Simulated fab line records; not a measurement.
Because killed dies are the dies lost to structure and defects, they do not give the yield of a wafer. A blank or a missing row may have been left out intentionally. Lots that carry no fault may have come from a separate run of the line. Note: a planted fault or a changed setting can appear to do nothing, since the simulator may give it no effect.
The tool behind it: which one? + flow nandHarc + 14 lots with 42 wafers sampled at 5 steps, on a route of 1302 steps

== WHAT EACH GAUGE READ, for each wafer ==
NHARC_A_SOURCE_PLATE_INSPECT_08.
| lot  | measured     | on               | rawDefectCount |
|------|--------------|------------------|----------------|
| L138 | day 7 20:49  | defectInspect-02 | 79 53 74       |
| L141 | day 9 08:20  | defectInspect-02 | 39 42 37       |
| L142 | day 9 08:20  | defectInspect-01 | 56 82 32       |
| L143 | day 9 20:41  | defectInspect-01 | 62 37 105      |
| L144 | day 10 01:13 | defectInspect-02 | 46 59 45       |
| L145 | day 10 20:48 | defectInspect-02 | 95 58 71       |
| L148 | day 11 16:53 | defectInspect-02 | 42 47 57       |
| L149 | day 12 08:29 | defectInspect-01 | 92 71 54       |
| L151 | day 13 18:37 | defectInspect-01 | 58 64 68       |
| L152 | day 13 18:37 | defectInspect-02 | 62 91 52       |
| L153 | day 13 18:38 | defectInspect-02 | 78 91 99       |
| L154 | day 14 09:56 | defectInspect-01 | 37 32 62       |
| L160 | day 16 18:36 | defectInspect-02 | 52 61 66       |
| L161 | day 17 05:44 | defectInspect-02 | 75 39 76       |

NHARC_A_ONON_D1_THK_MEAS_02: measures by ellipsometry.
| lot  | measured     | on           | thkNm (nm)     |
|------|--------------|--------------|----------------|
| L138 | day 7 21:23  | filmMetro-02 | 1009 1009 1006 |
| L141 | day 9 08:55  | filmMetro-02 | 1001 1002 1002 |
| L142 | day 9 08:55  | filmMetro-01 | 1012 1012 1013 |
| L143 | day 9 21:16  | filmMetro-02 | 990 991 992    |
| L144 | day 10 01:47 | filmMetro-02 | 989 990 989    |
| L145 | day 10 21:22 | filmMetro-01 | 1005 1005 1005 |
| L148 | day 11 17:28 | filmMetro-02 | 999 998 1000   |
| L149 | day 12 09:04 | filmMetro-01 | 988 988 986    |
| L151 | day 13 19:11 | filmMetro-01 | 1004 1003 1007 |
| L152 | day 13 19:11 | filmMetro-02 | 1487 1487 1486 |
| L153 | day 13 19:11 | filmMetro-02 | 1002 998 999   |
| L154 | day 14 10:30 | filmMetro-02 | 1494 1492 1493 |
| L160 | day 16 19:10 | filmMetro-01 | 997 995 997    |
| L161 | day 17 06:18 | filmMetro-02 | 1004 1002 1003 |

NHARC_END_SORT_01.
| lot  | measured     | on        | killedAtArray | killedAtOther | killedAtPeriphery | killedDies  | killedOpen | killedShort |
|------|--------------|-----------|---------------|---------------|-------------------|-------------|------------|-------------|
| L152 | day 30 01:22 | prober-01 | 672 674 675   | 1 1 1         | 4 2 1             | 677 677 677 | 3 1 3      | 0 1 0       |
| L154 | day 31 06:31 | prober-02 | 671 670 673   | 1 1 1         | 5 6 3             | 677 677 677 | 3 4 5      | 3 2 2       |

== WHAT TOOL EACH LOT RAN ON (gives the tool, then ch and the chambers of the sampled wafers, and finally the start) ==
| lot  | NHARC_P_BONDPAD_ANNEAL_28       | NHARC_A_ONON_D1_DEP_00          |
|------|---------------------------------|---------------------------------|
| L138 | rtpAnneal-02 ch 0, day 6 18:54  | pecvdOnon-03 ch 0, day 7 20:56  |
| L141 | rtpAnneal-02 ch 0, day 8 07:40  | pecvdOnon-02 ch 0, day 9 08:27  |
| L142 | rtpAnneal-01 ch 0, day 8 08:25  | pecvdOnon-04 ch 0, day 9 08:31  |
| L143 | rtpAnneal-02 ch 0, day 8 19:05  | pecvdOnon-04 ch 0, day 9 20:49  |
| L144 | rtpAnneal-01 ch 0, day 9 00:47  | pecvdOnon-03 ch 0, day 10 01:23 |
| L145 | rtpAnneal-02 ch 0, day 9 16:38  | pecvdOnon-02 ch 0, day 10 20:55 |
| L148 | rtpAnneal-01 ch 0, day 10 16:30 | pecvdOnon-03 ch 0, day 11 17:04 |
| L149 | rtpAnneal-01 ch 0, day 11 04:32 | pecvdOnon-02 ch 0, day 12 08:37 |
| L151 | rtpAnneal-01 ch 0, day 12 18:41 | pecvdOnon-03 ch 0, day 13 18:47 |
| L152 | rtpAnneal-02 ch 0, day 12 19:19 | pecvdOnon-02 ch 0, day 13 18:44 |
| L153 | rtpAnneal-01 ch 0, day 12 20:55 | pecvdOnon-04 ch 0, day 13 18:45 |
| L154 | rtpAnneal-01 ch 0, day 13 07:35 | pecvdOnon-02 ch 0, day 14 10:10 |
| L160 | rtpAnneal-02 ch 0, day 15 19:13 | pecvdOnon-04 ch 0, day 16 18:43 |
| L161 | rtpAnneal-02 ch 0, day 16 04:04 | pecvdOnon-03 ch 0, day 17 05:47 |
- NHARC_P_BONDPAD_ANNEAL_28: time 90 s.
- NHARC_A_ONON_D1_DEP_00: target thk 1000 nm.

== AS READ BY THE TOOLS THEMSELVES (means over the sampled wafers that have a number; for cases with no such wafer, the mark the record gives instead) ==
NHARC_P_BONDPAD_ANNEAL_28.
| lot  | tool         | wafer_temp_C_max |
|------|--------------|------------------|
| L138 | rtpAnneal-02 | 225.9            |
| L141 | rtpAnneal-02 | 226.2            |
| L142 | rtpAnneal-01 | 225.5            |
| L143 | rtpAnneal-02 | 225.9            |
| L144 | rtpAnneal-01 | 225.2            |
| L145 | rtpAnneal-02 | 225.7            |
| L148 | rtpAnneal-01 | 225.4            |
| L149 | rtpAnneal-01 | 225.5            |
| L151 | rtpAnneal-01 | 225.5            |
| L152 | rtpAnneal-02 | 226.3            |
| L153 | rtpAnneal-01 | 225.8            |
| L154 | rtpAnneal-01 | 225.5            |
| L160 | rtpAnneal-02 | 226.6            |
| L161 | rtpAnneal-02 | 226.2            |

NHARC_A_ONON_D1_DEP_00.
| lot  | tool         | n2FlowSccm (sccm) |
|------|--------------|-------------------|
| L138 | pecvdOnon-03 | 2750              |
| L141 | pecvdOnon-02 | 2759              |
| L142 | pecvdOnon-04 | 2745              |
| L143 | pecvdOnon-04 | 2749              |
| L144 | pecvdOnon-03 | 2763              |
| L145 | pecvdOnon-02 | 2749              |
| L148 | pecvdOnon-03 | 2755              |
| L149 | pecvdOnon-02 | 2747              |
| L151 | pecvdOnon-03 | 2743              |
| L152 | pecvdOnon-02 | 2759              |
| L153 | pecvdOnon-04 | 2747              |
| L154 | pecvdOnon-02 | 2761              |
| L160 | pecvdOnon-04 | 2752              |
| L161 | pecvdOnon-03 | 2753              |

== THE ANSWER, worked out from the rows above alone ==
Rule: the usual values come from the lots themselves. The widest of any qualifying gaps counts: lots, ordered by their means at a reading, are off when they make up no more than a third of the lots, leave a main group of 4 or more, and stand apart from it by 3 or more times the standard deviation of that group's means. A main group is skipped when, at the precision printed for the reading in the tables above, its means are all equal. A lot without any number at a reading at which 4 lots or more have one is off too. Where the step has rows for the other lots, those lots are counted as sound. Order of review: gauges by route order, followed by the tools' own readings, for which a lot's mean as printed above is used. The first step at which some lot is off is used, and at that step the reading that is off furthest; a lot without a number counts as furthest.
Off: L152, L154 (NHARC_A_ONON_D1_THK_MEAS_02, thkNm). Mean 1000 nm and standard deviation 7.3 in the main group.
A tool fits if, at a process step before that reading, it ran every lot that is off, and no sound lot after the first of them. Those tools and the gauges at NHARC_A_ONON_D1_THK_MEAS_02 are tried in the same way. One fits: NHARC_A_ONON_D1_DEP_00 on pecvdOnon-02. A fault onset in the window from L149 (day 12 08:37, its last sound lot) to L152 (day 13 18:44, its first lot off) fits.

== WHAT THE SIMULATOR HAD PUT IN ==
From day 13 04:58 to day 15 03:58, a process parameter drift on pecvdOnon-02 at NHARC_A_ONON_D1_DEP_00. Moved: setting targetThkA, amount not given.
Struck lots among those shown: L152, L154. The same result came from the rule above.
